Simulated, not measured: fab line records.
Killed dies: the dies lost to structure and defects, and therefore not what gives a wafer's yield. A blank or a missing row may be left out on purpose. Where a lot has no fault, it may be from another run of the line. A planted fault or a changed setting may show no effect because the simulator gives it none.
Which tool is to blame?	flow nand harc	72 wafers from 24 lots sampled at 6 of the route's 1159 steps

== WHAT THE GAUGES READ, wafer by wafer ==
NHARC_A_CONTACT_OVL_MEAS_09.
lot	measured	on	overlay x nm (nm)	overlay y nm (nm)
L077	day 20 07:37	overlay-02	-0.3 -0.2 -0.1	-0.1 -0.1 0.6
L078	day 20 10:14	overlay-01	0.0 -0.4 0.1	0.6 0.3 0.3
L074	day 20 16:40	overlay-01	-0.8 0.2 -0.5	0.4 -0.1 0.6
L076	day 20 17:28	overlay-02	0.7 0.1 0.0	0.1 -0.4 -0.6
L075	day 20 23:11	overlay-02	-1.2 -1.1 -0.9	-0.8 -0.7 -0.7
L080	day 21 07:46	overlay-02	0.8 0.9 0.5	-1.2 -1.5 -1.5
L082	day 21 06:16	overlay-01	0.7 1.5 1.6	1.3 0.6 0.2
L079	day 21 13:06	overlay-02	1.0 0.7 0.7	0.5 0.5 0.6
L084	day 21 16:46	overlay-02	0.3 0.0 -0.1	-1.9 -2.0 -1.6
L081	day 21 13:47	overlay-01	0.2 -0.1 0.1	0.4 0.5 0.3
L083	day 21 19:37	overlay-01	-0.5 0.1 -0.1	-0.4 -0.3 -0.2
L085	day 22 22:07	overlay-01	0.5 -0.4 0.1	0.6 1.4 1.3
L087	day 22 04:26	overlay-02	0.1 -0.2 -0.1	0.9 1.0 1.8
L088	day 22 20:44	overlay-01	-0.4 -0.7 -1.4	-0.7 -0.3 -0.8
L089	day 22 23:16	overlay-02	-1.4 -0.5 -0.5	-2.3 -2.1 -1.9
L093	day 23 06:35	overlay-02	0.5 0.6 0.9	-0.1 -0.6 -0.4
L095	day 23 14:09	overlay-02	2.0 0.9 1.9	0.3 0.0 0.4
L091	day 23 12:53	overlay-01	1.2 0.5 0.9	-0.5 -1.0 -0.4
L092	day 23 13:31	overlay-02	0.8 0.9 1.4	0.3 0.1 0.0
L094	day 23 16:40	overlay-02	-0.4 -0.7 -0.5	0.0 0.2 -0.5
L090	day 23 17:52	overlay-01	1.3 0.5 0.8	-0.2 0.2 0.4
L086	day 24 05:02	overlay-01	0.2 0.5 0.1	-1.1 -1.4 -1.2
L097	day 24 13:56	overlay-01	-0.4 0.6 0.0	0.3 0.8 0.5
L096	day 24 18:39	overlay-01	0.8 0.9 0.2	-1.3 -1.3 -1.2

== TOOL THAT RAN EACH LOT (tool first, then ch and the chambers of the sampled wafers, then the start) ==
lot	NHARC_A_WL_FILL_RTA_01	NHARC_A_WL_FILL_ETCHBACK_04	NHARC_A_WL_FILL_ETCHBACK_16	NHARC_A_CONTACT_ETCH_102	NHARC_A_CONTACT_ETCH_131
L077	rtp anneal-01 ch 0, day 17 12:31	rie metal-03 ch 0,1, day 17 22:32	rie diel-02 ch 0,1,2, day 19 15:35 or earlier	rie diel-05 ch 2,3, day 19 15:35	har cap etch-01 ch 0,1, day 19 22:55
L078	rtp anneal-02 ch 0, day 17 12:32	rie metal-02 ch 0,1, day 18 00:48	rie diel-13 ch 1,2,3, day 19 16:57 or earlier	rie diel-06 ch 0,2,3, day 19 16:57	har cap etch-03 ch 0,1, day 20 01:14
L074	rtp anneal-02 ch 0, day 17 15:19	rie metal-01 ch 0,1, day 18 06:46	rie diel-07 ch 0,3, day 19 23:34 or earlier	rie diel-06 ch 0,2,3, day 19 23:34	har cap etch-03 ch 0,1, day 20 10:16
L076	rtp anneal-01 ch 0, day 17 21:14	rie metal-01 ch 0,1, day 18 09:28	rie diel-13 ch 0,2,3, day 19 22:35 or earlier	rie diel-06 ch 0,3, day 19 22:35	har cap etch-01 ch 0,1, day 20 09:05
L075	rtp anneal-02 ch 0, day 17 21:24	rie metal-03 ch 0,1, day 18 10:43	rie diel-02 ch 0,1,3, day 20 04:38 or earlier	rie diel-04 ch 0,2, day 20 04:38	har cap etch-03 ch 0,1, day 20 14:43
L080	rtp anneal-02 ch 0, day 18 03:48	rie metal-02 ch 0,1, day 18 12:24	rie diel-02 ch 0,1,2, day 20 14:31 or earlier	rie diel-06 ch 0,1, day 20 14:31	har cap etch-01 ch 0,1, day 20 21:50
L082	rtp anneal-02 ch 0, day 18 08:01	rie metal-03 ch 0,1, day 18 15:41	rie diel-07 ch 1,2,3, day 20 13:40 or earlier	rie diel-06 ch 1,2, day 20 13:40	har cap etch-02 ch 0,1, day 20 20:44
L079	rtp anneal-01 ch 0, day 18 08:16	rie metal-02 ch 0,1, day 18 17:57	rie diel-02 ch 1,2,3, day 20 20:37 or earlier	rie diel-05 ch 0,2,3, day 20 20:37	har cap etch-02 ch 0,1, day 21 05:38
L084	rtp anneal-02 ch 0, day 18 08:22	rie metal-01 ch 0,1, day 18 18:29	rie diel-02 ch 0,2,3, day 21 00:20 or earlier	rie diel-04 ch 0,2,3, day 21 00:20	har cap etch-01 ch 0,1, day 21 12:35
L081	rtp anneal-02 ch 0, day 18 08:32	rie metal-02 ch 0,1, day 18 20:43	rie diel-07 ch 1,2,3, day 20 20:51 or earlier	rie diel-06 ch 0,2,3, day 20 20:51	har cap etch-01 ch 0,1, day 21 07:33
L083	rtp anneal-01 ch 0, day 18 11:12	rie metal-01 ch 0,1, day 18 23:37	rie diel-07 ch 0,2,3, day 21 05:32 or earlier	rie diel-05 ch 2,3, day 21 05:32	har cap etch-03 ch 1, day 21 15:00
L085	rtp anneal-02 ch 0, day 18 20:38	rie metal-02 ch 0,1, day 19 07:29	rie diel-02 ch 0,3, day 21 21:01 or earlier	rie diel-04 ch 0,1,2, day 21 21:01	har cap etch-03 ch 0,1, day 22 14:59
L087	rtp anneal-01 ch 0, day 18 20:47	rie metal-03 ch 0,1, day 19 10:17	rie diel-07 ch 2,3, day 21 17:50 or earlier	rie diel-05 ch 0,1, day 21 17:50	har cap etch-01 ch 0,1, day 21 23:29
L088	rtp anneal-01 ch 0, day 19 07:09	rie metal-01 ch 0,1, day 20 03:20	rie diel-13 ch 1,2,3, day 22 09:24 or earlier	rie diel-05 ch 0,1,3, day 22 09:24	har cap etch-02 ch 0,1, day 22 15:01
L089	rtp anneal-01 ch 0, day 19 07:21	rie metal-02 ch 0,1, day 20 03:37	rie diel-02 ch 0,1,3, day 22 12:11 or earlier	rie diel-06 ch 1,3, day 22 12:11	har cap etch-03 ch 0, day 22 17:50
L093	rtp anneal-01 ch 0, day 19 13:18	rie metal-03 ch 0,1, day 20 12:01	rie diel-07 ch 1,3, day 22 17:07 or earlier	rie diel-06 ch 0,1, day 22 17:07	har cap etch-03 ch 0,1, day 23 00:48
L095	rtp anneal-01 ch 0, day 19 13:30	rie metal-03 ch 0,1, day 20 16:50	rie diel-13 ch 0,3, day 23 00:11 or earlier	rie diel-04 ch 0,1,2, day 23 00:11	har cap etch-02 ch 0,1, day 23 06:11
L091	rtp anneal-02 ch 0, day 19 13:45	rie metal-01 ch 0,1, day 20 19:19	rie diel-07 ch 0,1, day 22 22:01 or earlier	rie diel-04 ch 0,2,3, day 22 22:01	har cap etch-03 ch 0,1, day 23 05:05
L092	rtp anneal-01 ch 0, day 19 13:49	rie metal-02 ch 0,1, day 20 19:40	rie diel-02 ch 0,2,3, day 22 20:46 or earlier	rie diel-06 ch 0,1, day 22 20:46	har cap etch-01 ch 0,1, day 23 05:04
L094	rtp anneal-02 ch 0, day 19 18:33	rie metal-03 ch 0, day 20 23:04	rie diel-07 ch 1,2, day 23 04:27 or earlier	rie diel-04 ch 0,1, day 23 04:27	har cap etch-01 ch 1, day 23 10:01
L090	rtp anneal-01 ch 0, day 19 23:17	rie metal-02 ch 0,1, day 21 00:17	rie diel-13 ch 1,2,3, day 23 04:35 or earlier	rie diel-06 ch 0,3, day 23 04:35	har cap etch-02 ch 0,1, day 23 10:35
L086	rtp anneal-01 ch 0, day 19 23:28	rie metal-01 ch 0,1, day 21 03:07	rie diel-07 ch 0,2,3, day 23 13:40 or earlier	rie diel-04 ch 0,1,2, day 23 13:40	har cap etch-01 ch 0,1, day 23 22:13
L097	rtp anneal-02 ch 0, day 20 13:02	rie metal-02 ch 0,1, day 21 17:25	rie diel-13 ch 1,2, day 24 00:13 or earlier	rie diel-06 ch 0,1,3, day 24 00:13	har cap etch-01 ch 0,1, day 24 09:11
L096	rtp anneal-02 ch 0, day 20 15:47	rie metal-01 ch 0,1, day 21 23:52	rie diel-13 ch 2,3, day 24 07:43 or earlier	rie diel-06 ch 0,1, day 24 07:43	har cap etch-03 ch 0,1, day 24 13:05
- NHARC_A_WL_FILL_RTA_01: time 5 s.
- NHARC_A_WL_FILL_ETCHBACK_04: etches the open film in NF3, target depth 60 nm, time 120 s.
- NHARC_A_WL_FILL_ETCHBACK_16: etches the open film in C4F8/O2/Ar, target depth 88 nm, time 17.6 s.
- NHARC_A_CONTACT_ETCH_102: etches the open film in CF4/O2, target depth 70 nm, overetch 7 nm, time 38.5 s.
- NHARC_A_CONTACT_ETCH_131: etches the open film in C4F8/O2/Ar, time 155 s, target depth 956 nm.

== AS READ BY THE TOOLS THEMSELVES (means over the sampled wafers that have a number; for cases with no such wafer, the mark the record gives instead) ==
NHARC_A_WL_FILL_RTA_01.
lot	tool	lamp power pct (%)	lamp_zone_1_pct (%)	lamp_zone_5_pct (%)	lamp_zone_6_pct (%)	wafer_temp_C_max
L077	rtp anneal-01	37	37	38	37	1006.7
L078	rtp anneal-02	25	25	25	25	1003.8
L074	rtp anneal-02	25	25	25	25	1004.2
L076	rtp anneal-01	37	37	37	37	1005.5
L075	rtp anneal-02	25	25	25	25	1004.0
L080	rtp anneal-02	25	25	25	25	1004.1
L082	rtp anneal-02	25	25	25	25	1002.8
L079	rtp anneal-01	37	37	37	37	1005.6
L084	rtp anneal-02	25	25	25	25	1004.0
L081	rtp anneal-02	25	25	25	25	1003.9
L083	rtp anneal-01	38	37	37	37	1005.6
L085	rtp anneal-02	25	25	25	25	1004.3
L087	rtp anneal-01	37	37	38	37	1006.1
L088	rtp anneal-01	37	38	37	37	1005.2
L089	rtp anneal-01	37	37	37	37	1006.2
L093	rtp anneal-01	37	38	38	37	1007.3
L095	rtp anneal-01	37	37	38	37	1007.9
L091	rtp anneal-02	25	25	25	25	1004.2
L092	rtp anneal-01	37	37	37	37	1005.0
L094	rtp anneal-02	25	25	25	25	1004.3
L090	rtp anneal-01	37	37	37	37	1005.9
L086	rtp anneal-01	37	37	37	37	1004.6
L097	rtp anneal-02	25	25	25	25	1003.3
L096	rtp anneal-02	25	25	25	25	1003.7

NHARC_A_WL_FILL_ETCHBACK_04.
lot	tool	drypump motor current A (A)	oes product au (a.u.)
L077	rie metal-03	6.0	1.007
L078	rie metal-02	5.6	1.013
L074	rie metal-01	5.2	1.003
L076	rie metal-01	5.8	0.993
L075	rie metal-03	6.0	1.005
L080	rie metal-02	5.6	1.005
L082	rie metal-03	6.0	1.008
L079	rie metal-02	5.6	1.008
L084	rie metal-01	5.2	1.006
L081	rie metal-02	5.6	1.003
L083	rie metal-01	5.2	0.995
L085	rie metal-02	5.6	1.012
L087	rie metal-03	6.0	1.011
L088	rie metal-01	5.7	1.003
L089	rie metal-02	5.6	1.014
L093	rie metal-03	6.0	1.018
L095	rie metal-03	6.0	1.021
L091	rie metal-01	5.8	1.000
L092	rie metal-02	5.6	1.010
L094	rie metal-03	6.0	1.016
L090	rie metal-02	5.6	1.006
L086	rie metal-01	5.8	1.014
L097	rie metal-02	5.6	1.008
L096	rie metal-01	5.2	1.009

NHARC_A_WL_FILL_ETCHBACK_16.
lot	tool	oes product au (a.u.)	rf fwd power W (W)	rf vpp V (V)
L077	rie diel-02	0.945	589	725
L078	rie diel-13	0.987	586	721
L074	rie diel-07	1.005	587	729
L076	rie diel-13	0.999	590	721
L075	rie diel-02	1.001	587	725
L080	rie diel-02	0.997	588	725
L082	rie diel-07	0.999	587	728
L079	rie diel-02	0.957	587	721
L084	rie diel-02	0.984	586	722
L081	rie diel-07	1.001	586	728
L083	rie diel-07	0.975	586	728
L085	rie diel-02	1.002	586	723
L087	rie diel-07	0.998	588	730
L088	rie diel-13	0.996	586	722
L089	rie diel-02	0.986	586	725
L093	rie diel-07	1.010	584	728
L095	rie diel-13	0.997	591	717
L091	rie diel-07	1.012	585	726
L092	rie diel-02	0.926	587	723
L094	rie diel-07	0.977	586	726
L090	rie diel-13	0.967	587	721
L086	rie diel-07	0.993	588	729
L097	rie diel-13	0.990	589	726
L096	rie diel-13	1.000	586	721

NHARC_A_CONTACT_ETCH_102.
lot	tool	drypump motor current A (A)	oes product au (a.u.)	rf fwd power W (W)	rf vpp V (V)	showerhead plenum p Torr (Torr)	throttle valve pct (%)
L077	rie diel-05	6.1	0.994	295.3	198.8	1.34	13.393
L078	rie diel-06	6.0	1.000	295.5	197.6	1.34	13.398
L074	rie diel-06	6.0	1.000	296.3	198.1	1.34	13.393
L076	rie diel-06	6.2	0.995	295.2	198.6	1.38	13.389
L075	rie diel-04	6.4	0.997	297.2	197.4	1.29	13.400
L080	rie diel-06	5.6	0.991	295.5	199.2	1.40	13.396
L082	rie diel-06	5.1	0.997	295.3	198.5	1.37	13.395
L079	rie diel-05	5.7	0.992	295.1	197.7	1.32	13.397
L084	rie diel-04	6.0	1.000	296.5	198.3	1.34	13.407
L081	rie diel-06	6.0	0.993	295.7	197.4	1.33	13.402
L083	rie diel-05	6.1	0.999	295.5	198.2	1.34	13.401
L085	rie diel-04	6.1	1.004	296.4	197.8	1.32	13.404
L087	rie diel-05	5.8	1.006	296.0	196.8	1.30	13.406
L088	rie diel-05	5.6	1.003	294.6	196.3	1.29	13.409
L089	rie diel-06	5.3	0.995	294.9	198.7	1.41	13.399
L093	rie diel-06	6.1	0.992	295.3	198.4	1.38	13.386
L095	rie diel-04	6.1	0.998	296.7	197.1	1.31	13.388
L091	rie diel-04	6.0	0.996	296.8	197.9	1.34	13.401
L092	rie diel-06	5.6	0.989	295.2	199.1	1.40	13.404
L094	rie diel-04	6.1	1.000	298.0	196.5	1.29	13.393
L090	rie diel-06	6.2	0.993	295.2	198.3	1.38	13.396
L086	rie diel-04	6.1	1.003	296.8	197.3	1.31	13.393
L097	rie diel-06	5.9	0.989	297.1	199.8	1.39	13.399
L096	rie diel-06	6.1	0.986	296.0	198.4	1.37	13.397

== THE ANSWER, worked out from the rows above alone ==
Rule: usual is defined by the lots themselves. Put in order of their means at a reading, lots are off if they are a third of the lots or fewer, leave a main group of 4 or more, and stand apart from it by a gap of 3 or more times the standard deviation of the main group's means; of several such gaps the widest counts. A main group is skipped when, at the precision printed for the reading in the tables above, its means are all equal. Also off: a lot with no number at a reading for which 4 or more lots have one. The other lots that the step has rows for count as sound. After the gauges, taken in route order, come the tools' own readings; for these a lot's mean is taken, as printed above. At the first step where some lot is off, the reading lying furthest off is the one used; lots without a number count as furthest.
Across all readings shown, no lot is off: no conclusion can be drawn from this.

== WHAT WAS PUT IN BY THE SIMULATOR ==
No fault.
